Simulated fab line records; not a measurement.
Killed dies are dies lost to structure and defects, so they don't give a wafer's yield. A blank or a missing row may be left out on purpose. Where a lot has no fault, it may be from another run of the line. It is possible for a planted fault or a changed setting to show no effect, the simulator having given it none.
Matching of chambers -- flow nand_harc -- NHARC_THIN_TSV_DESCUM_35 on rie_diel-13 has 4 sister chambers
The step chemistry O2, time 3 s. 4 wafers are shown with their chamber, then 7 later ones without.

WAFERS, EACH WITH ITS CHAMBER
wafer,chamber,drypump_motor_current_A (A)
L285.1,1,5.7
L289.5,3,6.5
L299.3,0,5.2
L299.4,2,5.4

WAFERS WITH NO CHAMBER GIVEN
wafer,drypump_motor_current_A (A)
L299.5,5.4
L300.1,5.4
L300.3,5.3
L300.5,5.7
L301.2,5.4
L301.4,5.8
L301.6,6.5

THE CHAMBER EACH PASSED THROUGH
wafer,from the rows above,in truth
L299.5,2,2
L300.1,2,2
L300.3,can't be placed: 0 or 2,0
L300.5,1,1
L301.2,2,2
L301.4,1,1
L301.6,3,3
6 of 7 placed correctly. Can't be placed from these rows: 1 (the true chamber is among the candidates in 1). Placed wrongly: 0.
How it was worked out, from the rows above alone: a wafer's distance from a chamber is the root of the sum, over the readings, of the square of ((its reading less the chamber's mean) divided by the reading's scatter). The wafer belongs to the nearest chamber; if the next one is less than 2 further off, it can't be placed. A chamber's mean is the mean of its shown wafers. The scatter: root of mean squared gap, hidden wafer to nearest shown wafer, with one shown wafer a chamber.
